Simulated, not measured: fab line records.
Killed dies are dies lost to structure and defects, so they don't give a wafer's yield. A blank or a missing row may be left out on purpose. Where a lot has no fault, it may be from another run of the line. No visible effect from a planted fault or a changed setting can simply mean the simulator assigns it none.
Which tool did it? -- flow nand_harc -- at 1 step of a route of 1159, 12 lots with 36 wafers sampled

## WHAT THE GAUGES SHOWED, per wafer
NHARC_P_M1_OVL_MEAS_10: pitch 260 nm.
lot,measured,on,overlay_x_nm (nm)
L074,day 6 09:18,overlay-01,0.3 -0.4 0.4
L076,day 6 17:33,overlay-02,0.1 0.4 0.9
L079,day 6 23:41,overlay-02,-1.0 -0.2 -0.7
L081,day 7 22:02,overlay-02,0.8 0.5 0.5
L083,day 8 06:49,overlay-02,-0.3 -0.1 0.3
L086,day 9 02:58,overlay-01,1.0 0.3 0.8
L089,day 9 05:49,overlay-02,-0.1 -0.3 -0.2
L088,day 9 14:19,overlay-01,0.0 0.1 0.3
L091,day 10 06:32,overlay-01,0.4 0.4 -0.2
L093,day 10 17:05,overlay-01,1.3 1.8 1.7
L095,day 11 04:04,overlay-02,-1.9 -1.7 -1.3
L097,day 11 17:26,overlay-02,1.8 1.1 0.9

## TOOL THAT RAN EACH LOT (tool first, then ch and the chambers of the sampled wafers, then the start)
The record holds no process step before these readings.

## THE ANSWER, worked out from the rows above alone
Rule: usual is defined by the lots themselves. Put in order of their means at a reading, lots are off if they are a third of the lots or fewer, leave a main group of 4 or more, and stand apart from it by a gap of 3 or more times the standard deviation of the main group's means; of several such gaps the widest counts. Not used: any main group whose means are identical at the precision the tables above print for the reading. Also off: a lot with no number at a reading for which 4 or more lots have one. Where the step has rows for the other lots, those lots are counted as sound.
Nothing can be told from this: no lot is off at any reading shown.

## WHAT HAD BEEN PUT IN BY THE SIMULATOR
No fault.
